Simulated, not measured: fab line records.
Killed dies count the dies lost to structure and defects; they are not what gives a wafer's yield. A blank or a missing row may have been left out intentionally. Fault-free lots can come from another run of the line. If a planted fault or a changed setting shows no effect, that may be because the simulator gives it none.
What tool caused it? | flow nand harc | 6 lots, 18 wafers sampled, at 2 steps of a route of 1302

## WHAT EACH GAUGE READ, for each wafer
NHARC_P_ZERO_WELL_CD_MEAS_24 targets a cd of 720 nm.
lot  | measured     | on        | cd nm (nm)
L737 | day 2 18:28  | cd sem-01 | 716.6 719.4 718.8
L739 | day 3 14:29  | cd sem-01 | 720.9 723.1 719.5
L742 | day 4 20:20  | cd sem-03 | 722.4 721.2 723.5
L746 | day 6 12:35  | cd sem-01 | 719.4 722.9 724.9
L748 | day 7 08:29  | cd sem-03 | 720.7 720.7 720.2
L757 | day 11 02:37 | cd sem-01 | 721.4 719.3 721.6

## WHAT TOOL EACH LOT RAN ON (gives the tool, then ch and the chambers of the sampled wafers, and finally the start)
lot  | NHARC_P_ZERO_WELL_EXPOSE_21
L737 | krf scanner-02 ch 0, day 2 18:19
L739 | krf scanner-01 ch 0, day 3 14:20
L742 | krf scanner-02 ch 0, day 4 20:11
L746 | krf scanner-04 ch 0, day 6 12:25
L748 | krf scanner-02 ch 0, day 7 08:19
L757 | krf scanner-02 ch 0, day 11 02:27
- NHARC_P_ZERO_WELL_EXPOSE_21: exposes mask P NWELL, target cd 720 nm.

## THE ANSWER, worked out from the rows above alone
Rule: what is usual is taken from the lots themselves. The widest of any qualifying gaps counts: lots, ordered by their means at a reading, are off when they make up no more than a third of the lots, leave a main group of 4 or more, and stand apart from it by 3 or more times the standard deviation of that group's means. Not used: any main group whose means are identical at the precision the tables above print for the reading. A lot without any number at a reading at which 4 lots or more have one is off too. Where the step has rows for the other lots, those lots are counted as sound.
None of the lots is off at any reading shown; this tells nothing.

## WHAT THE SIMULATOR PUT IN
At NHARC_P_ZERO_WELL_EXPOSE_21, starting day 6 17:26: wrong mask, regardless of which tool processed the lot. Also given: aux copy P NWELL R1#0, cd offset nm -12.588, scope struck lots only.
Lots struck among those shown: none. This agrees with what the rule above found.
